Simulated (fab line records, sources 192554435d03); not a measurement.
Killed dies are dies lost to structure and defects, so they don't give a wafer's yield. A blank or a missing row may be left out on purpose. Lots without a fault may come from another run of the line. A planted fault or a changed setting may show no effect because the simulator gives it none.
Which tool did it? | flow n5_finfet | 12 lots, 36 wafers sampled, at 2 steps of a route of 1938

WHAT THE GAUGES READ, wafer by wafer
N5_BEOL_M15_OVL_MEAS_29.
lot  | measured     | on         | M15_OVL (nm)
L076 | day 12 00:52 | overlay-01 | -7 -7 -10
L077 | day 12 06:20 | overlay-01 | -6 0 0
L079 | day 13 02:01 | overlay-02 | -10 0 -16
L080 | day 13 17:00 | overlay-02 | -8 -15 -7
L083 | day 14 08:22 | overlay-01 | 4 7 2
L085 | day 14 10:34 | overlay-01 | 5 1 4
L087 | day 15 04:16 | overlay-01 | 1 8 5
L090 | day 15 20:17 | overlay-02 | -3 1 4
L088 | day 16 14:47 | overlay-02 | -3 -2 6
L095 | day 16 18:18 | overlay-01 | 0 -2 3
L093 | day 17 15:13 | overlay-02 | 5 7 -2
L097 | day 18 13:14 | overlay-02 | 1 1 -2

WHICH TOOL RAN EACH LOT (tool, then ch and the chambers of the sampled wafers, then the start)
lot  | N5_BEOL_M14_CMP_49
L076 | cmp-02 ch 0,1, day 11 22:13
L077 | cmp-02 ch 0,2,3, day 12 03:47
L079 | cmp-04 ch 0,1,2, day 12 23:03
L080 | cmp-04 ch 1,2,3, day 13 14:21
L083 | cmp-04 ch 2,3, day 14 05:35
L085 | cmp-04 ch 0,1,3, day 14 07:52
L087 | cmp-04 ch 0,2, day 15 01:39
L090 | cmp-03 ch 1,2,3, day 15 17:28
L088 | cmp-04 ch 0,1,2, day 16 11:55
L095 | cmp-02 ch 0,2,3, day 16 14:29
L093 | cmp-02 ch 1,2, day 17 12:25
L097 | cmp-03 ch 0,3, day 18 10:40
- N5_BEOL_M14_CMP_49: polishes, stops on SiO2, t overpolish 5.2 s, target thk 560 nm.

THE ANSWER, worked out from the rows above alone
Rule: what is usual is taken from the lots themselves. Put in order of their means at a reading, lots are off if they are a third of the lots or fewer, leave a main group of 4 or more, and stand apart from it by a gap of 3 or more times the standard deviation of the main group's means; of several such gaps the widest counts. A main group whose means are all the same, to the digits that the tables above print for the reading, isn't used. A lot without any number at a reading at which 4 lots or more have one is off too. The other lots that the step has rows for count as sound.
No lot is off at any reading shown: from this, nothing can be told.

WHAT THE SIMULATOR HAD PUT IN
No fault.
